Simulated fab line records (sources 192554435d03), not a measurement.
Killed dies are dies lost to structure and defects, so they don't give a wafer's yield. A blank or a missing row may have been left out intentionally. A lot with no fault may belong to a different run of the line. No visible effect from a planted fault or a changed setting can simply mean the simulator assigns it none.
Matching of chambers	flow n5Finfet	N5_HKMG_FIN_ALD_21 on aldMetal-03: 4 sister chambers
The step deposits TiN, target thk 1.5 nm, pulse time 1 s, purge time 3 s. 18 wafers are shown with their chamber, then 9 later ones without.

## WAFERS WITH THEIR CHAMBER
wafer	chamber	heaterPowerW (W)	precursorPulseHeightRel
L076.1	0	1028	0.975
L076.5	0	1029	0.984
L076.6	3	790	1.014
L079.4	1	910	0.980
L079.5	1	918	0.977
L079.6	2	655	1.013
L084.2	1	933	1.008
L084.3	2	649	0.985
L084.6	2	652	0.970
L085.1	1	916	0.972
L085.4	0	1015	0.987
L085.5	2	649	0.998
L086.3	2	651	1.003
L086.4	3	796	0.961
L086.5	2	648	1.006
L091.2	3	797	1.031
L091.3	1	917	1.028
L091.4	2	657	0.974

SIGNATURES (averages over the wafers above)
reading	chamber 0	chamber 1	chamber 2	chamber 3	scatter within a chamber
heaterPowerW	1024.00	918.80	651.57	794.33	6.03
precursorPulseHeightRel	0.98200	0.99300	0.99271	1.00200	0.0219
Rule: distance of a wafer from a chamber = root of the sum over the readings of ((wafer's reading minus chamber's mean) / reading's scatter) squared. If the next closest chamber is less than 2 further off than the closest, the wafer can't be placed; otherwise it belongs to the closest. The scatter: the root of (the sum of the squares of (reading less its chamber's mean) over the shown wafers, divided by (wafers less chambers)).

## WAFERS MISSING THEIR CHAMBER
wafer	heaterPowerW (W)	precursorPulseHeightRel
L092.2	1029	1.000
L092.5	648	1.014
L092.6	920	0.998
L093.1	656	0.986
L093.3	1047	0.994
L093.4	792	1.006
L096.3	666	0.993
L096.4	649	1.008
L096.5	1038	0.976

## THE CHAMBER EACH PASSED THROUGH
wafer	from the rows above	in truth
L092.2	0	0
L092.5	2	2
L092.6	1	1
L093.1	2	2
L093.3	0	0
L093.4	3	3
L096.3	2	2
L096.4	2	2
L096.5	0	0
Correct placement for 9 of the 9. Can't be placed from these rows: 0. 0 placed wrongly.
